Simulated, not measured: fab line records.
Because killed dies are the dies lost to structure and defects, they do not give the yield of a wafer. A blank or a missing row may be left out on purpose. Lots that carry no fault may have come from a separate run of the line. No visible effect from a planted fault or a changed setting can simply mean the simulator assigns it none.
What tool caused it? / flow nand_harc / 7 lots, 21 wafers sampled, at 3 steps of a route of 1302

## WHAT THE GAUGES READ, wafer by wafer
NHARC_A_ONON_D2_THK_MEAS_18: measures by ellipsometry.
lot=L733; measured=day 13 23:37; on=film_metro-01; thk_nm (nm)=992 992 992
lot=L736; measured=day 14 08:44; on=film_metro-01; thk_nm (nm)=1028 1029 1028
lot=L738; measured=day 15 17:13; on=film_metro-02; thk_nm (nm)=984 984 984
lot=L743; measured=day 18 04:29; on=film_metro-02; thk_nm (nm)=999 1001 1002
lot=L749; measured=day 20 04:55; on=film_metro-01; thk_nm (nm)=992 994 993
lot=L753; measured=day 21 20:44; on=film_metro-01; thk_nm (nm)=1000 1000 1000
lot=L754; measured=day 22 20:46; on=film_metro-01; thk_nm (nm)=1019 1017 1019

## EACH LOT AND THE TOOL THAT RAN IT (in order: tool; ch and the chambers of the sampled wafers; start)
lot=L733; NHARC_A_DECK1_JOINT_CMP_02=cmp-04 ch 0,2,3, day 13 08:43; NHARC_A_ONON_D2_DEP_16=pecvd_onon-04 ch 0, day 13 23:07
lot=L736; NHARC_A_DECK1_JOINT_CMP_02=cmp-03 ch 1,3, day 13 21:04; NHARC_A_ONON_D2_DEP_16=pecvd_onon-01 ch 0, day 14 08:14
lot=L738; NHARC_A_DECK1_JOINT_CMP_02=cmp-02 ch 0,1,3, day 15 04:13; NHARC_A_ONON_D2_DEP_16=pecvd_onon-01 ch 0, day 15 16:50
lot=L743; NHARC_A_DECK1_JOINT_CMP_02=cmp-03 ch 0,1,2, day 17 17:19; NHARC_A_ONON_D2_DEP_16=pecvd_onon-04 ch 0, day 18 04:01
lot=L749; NHARC_A_DECK1_JOINT_CMP_02=cmp-04 ch 0,2, day 19 17:25; NHARC_A_ONON_D2_DEP_16=pecvd_onon-04 ch 0, day 20 04:31
lot=L753; NHARC_A_DECK1_JOINT_CMP_02=cmp-02 ch 0,2, day 21 09:14; NHARC_A_ONON_D2_DEP_16=pecvd_onon-02 ch 0, day 21 20:13
lot=L754; NHARC_A_DECK1_JOINT_CMP_02=cmp-02 ch 1,2,3, day 22 08:34; NHARC_A_ONON_D2_DEP_16=pecvd_onon-01 ch 0, day 22 20:16
- NHARC_A_DECK1_JOINT_CMP_02: polishes SiOx.
- NHARC_A_ONON_D2_DEP_16: target thk 1000 nm.

## THE ANSWER, worked out from the rows above alone
Rule: the lots themselves supply what counts as usual. The widest of any qualifying gaps counts: lots, ordered by their means at a reading, are off when they make up no more than a third of the lots, leave a main group of 4 or more, and stand apart from it by 3 or more times the standard deviation of that group's means. A main group whose means are all the same, to the digits that the tables above print for the reading, isn't used. Also off: a lot with no number at a reading for which 4 or more lots have one. All remaining lots with rows at the step are treated as sound.
No lot is off at any reading shown: from this, nothing can be told.

## WHAT THE SIMULATOR PUT IN
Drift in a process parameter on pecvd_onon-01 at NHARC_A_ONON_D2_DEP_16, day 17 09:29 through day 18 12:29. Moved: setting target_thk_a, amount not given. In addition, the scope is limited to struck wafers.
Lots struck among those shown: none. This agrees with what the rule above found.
